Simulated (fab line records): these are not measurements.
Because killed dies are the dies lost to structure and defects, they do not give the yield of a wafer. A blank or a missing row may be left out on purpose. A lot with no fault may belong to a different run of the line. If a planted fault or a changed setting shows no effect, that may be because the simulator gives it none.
Which tool is to blame? + flow n5-finfet + 11 lots, 32 wafers sampled, at 5 steps of a route of 1938

== WHAT EACH GAUGE READ, for each wafer ==
N5_BEOL_M4_RC_MEAS_101.
| lot  | measured     | on        | DIBL_N (mV/V)  |
|------|--------------|-----------|----------------|
| L162 | day 8 21:15  | prober-02 | 34.6 33.6 33.5 |
| L164 | day 9 14:58  | prober-02 | 32.7 37.3 35.7 |
| L166 | day 9 23:16  | prober-02 | 41.4 38.8 39.2 |
| L174 | day 11 18:24 | prober-01 | 36.0 36.6 35.9 |
| L176 | day 12 11:42 | prober-02 | 34.1 37.7 34.2 |
| L178 | day 13 13:41 | prober-02 | 36.5 40.5 36.9 |
| L179 | day 12 21:49 | prober-01 | 35.9 34.4 36.0 |
| L180 | day 12 22:44 | prober-01 | 33.0 32.5 35.2 |
| L182 | day 13 21:25 | prober-01 | 36.4 39.7 34.3 |
| L184 | day 14 06:51 | prober-02 | 37.1 34.0      |

== WHAT TOOL EACH LOT RAN ON (gives the tool, then ch and the chambers of the sampled wafers, and finally the start) ==
| lot  | N5_BEOL_M1_SPUTTER_48        | N5_BEOL_M1_SPUTTER_79        | N5_BEOL_M1_ANNEAL_80         | N5_BEOL_M1_SPUTTER_88        |
|------|------------------------------|------------------------------|------------------------------|------------------------------|
| L162 | pvd-sputter-02, day 6 22:57  | pvd-sputter-02, day 6 23:10  | pvd-sputter-02, day 6 23:15  | pvd-sputter-02, day 6 23:50  |
| L164 | pvd-sputter-03, day 7 10:17  | pvd-sputter-03, day 7 10:31  | pvd-sputter-03, day 7 10:37  | pvd-sputter-03, day 7 11:14  |
| L166 | pvd-sputter-03, day 8 03:00  | pvd-sputter-03, day 8 03:13  | pvd-sputter-03, day 8 03:18  | pvd-sputter-03, day 8 03:53  |
| L168 | pvd-sputter-03, day 8 08:44  | pvd-sputter-03, day 8 08:58  | pvd-sputter-03, day 8 09:02  | pvd-sputter-03, day 8 09:37  |
| L174 | pvd-sputter-03, day 9 17:50  | pvd-sputter-03, day 9 18:03  | pvd-sputter-03, day 9 18:08  | pvd-sputter-03, day 9 18:43  |
| L176 | pvd-sputter-03, day 10 02:52 | pvd-sputter-03, day 10 03:05 | pvd-sputter-03, day 10 03:10 | pvd-sputter-03, day 10 03:45 |
| L178 | pvd-sputter-02, day 10 22:14 | pvd-sputter-02, day 10 22:27 | pvd-sputter-02, day 10 22:32 | pvd-sputter-02, day 10 23:07 |
| L179 | pvd-sputter-03, day 11 04:45 | pvd-sputter-03, day 11 04:58 | pvd-sputter-03, day 11 05:03 | pvd-sputter-03, day 11 05:38 |
| L180 | pvd-sputter-03, day 11 07:05 | pvd-sputter-03, day 11 07:19 | pvd-sputter-03, day 11 07:23 | pvd-sputter-03, day 11 07:58 |
| L182 | pvd-sputter-01, day 11 23:44 | pvd-sputter-01, day 11 23:57 | pvd-sputter-01, day 12 00:02 | pvd-sputter-01, day 12 00:37 |
| L184 | pvd-sputter-03, day 12 09:56 | pvd-sputter-03, day 12 10:09 | pvd-sputter-03, day 12 10:14 | pvd-sputter-03, day 12 10:49 |
- N5_BEOL_M1_SPUTTER_48: material Cu, target thk 4.5 nm, time 8.29 s.
- N5_BEOL_M1_SPUTTER_79: material Cu, target thk 4.5 nm, time 8.29 s.
- N5_BEOL_M1_ANNEAL_80: time 240 s.
- N5_BEOL_M1_SPUTTER_88: material Cu, target thk 4.5 nm, time 8.29 s.

== THE ANSWER, worked out from the rows above alone ==
Rule: the usual values come from the lots themselves. The widest of any qualifying gaps counts: lots, ordered by their means at a reading, are off when they make up no more than a third of the lots, leave a main group of 4 or more, and stand apart from it by 3 or more times the standard deviation of that group's means. A main group whose means are all the same, to the digits that the tables above print for the reading, isn't used. Also off: a lot with no number at a reading for which 4 or more lots have one. Any other lot the step has rows for is counted as sound.
Nothing can be told from this: no lot is off at any reading shown.

== WHAT THE SIMULATOR HAD PUT IN ==
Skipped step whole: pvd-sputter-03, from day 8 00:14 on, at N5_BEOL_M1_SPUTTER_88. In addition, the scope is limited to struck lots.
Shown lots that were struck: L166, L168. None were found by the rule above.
